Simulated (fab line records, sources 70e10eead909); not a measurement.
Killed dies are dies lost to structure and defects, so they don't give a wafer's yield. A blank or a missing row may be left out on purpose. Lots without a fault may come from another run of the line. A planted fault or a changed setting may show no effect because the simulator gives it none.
Which tool did it? | flow nand_harc | 6 lots, 17 wafers sampled, at 4 steps of a route of 1302

WHAT THE GAUGES READ, wafer by wafer
NHARC_END_SORT_01.
lot  | measured     | on        | killed_dies
L570 | day 25 06:32 | prober-02 | 31 47 48
L579 | day 29 01:31 | prober-02 | 34
L581 | day 30 19:33 | prober-02 | 87 82 67

WHICH TOOL RAN EACH LOT (tool, then ch and the chambers of the sampled wafers, then the start)
lot  | NHARC_P_GATE_SOFTBAKE_21          | NHARC_P_GATE_HM_OPEN_105                    | NHARC_P_GATE_ETCH_114
L570 | litho_track-06 ch 0, day 5 20:00  | rie_diel-06 ch 1,3, day 25 06:32 or earlier | rie_diel-06 ch 0,1, day 25 06:32 or earlier
L579 | litho_track-01 ch 0, day 9 15:00  | rie_diel-06 ch 1,3, day 29 01:31 or earlier | rie_diel-06 ch 1, day 29 01:31 or earlier
L581 | litho_track-06 ch 0, day 11 03:00 | rie_diel-06 ch 0,1, day 30 19:33 or earlier | rie_diel-06 ch 2,3, day 30 19:33 or earlier
L586 | litho_track-06 ch 0, day 12 20:00 | rie_diel-06 ch 0,1,3, no start              | rie_diel-06 ch 0,1,3, no start
L588 | litho_track-01 ch 0, day 13 11:00 | rie_diel-06 ch 0,1,2, no start              | rie_diel-06 ch 0,1,2, no start
L590 | litho_track-04 ch 0, day 14 02:00 | rie_diel-11 ch 0,1,2, no start              | rie_diel-11 ch 0,1,2, no start
- NHARC_P_GATE_SOFTBAKE_21: time 55 s.
- NHARC_P_GATE_HM_OPEN_105: chemistry O2/COS, target depth 360 nm.
- NHARC_P_GATE_ETCH_114: etches the open film in CF4/O2, target depth 30 nm, overetch 3 nm, time 16.5 s.

THE ANSWER, worked out from the rows above alone
Rule: what is usual is taken from the lots themselves. Put in order of their means at a reading, lots are off if they are a third of the lots or fewer, leave a main group of 4 or more, and stand apart from it by a gap of 3 or more times the standard deviation of the main group's means; of several such gaps the widest counts. A main group whose means are all the same, to the digits that the tables above print for the reading, isn't used. A lot without any number at a reading at which 4 lots or more have one is off too. The other lots that the step has rows for count as sound.
No lot is off at any reading shown: from this, nothing can be told.

WHAT THE SIMULATOR HAD PUT IN
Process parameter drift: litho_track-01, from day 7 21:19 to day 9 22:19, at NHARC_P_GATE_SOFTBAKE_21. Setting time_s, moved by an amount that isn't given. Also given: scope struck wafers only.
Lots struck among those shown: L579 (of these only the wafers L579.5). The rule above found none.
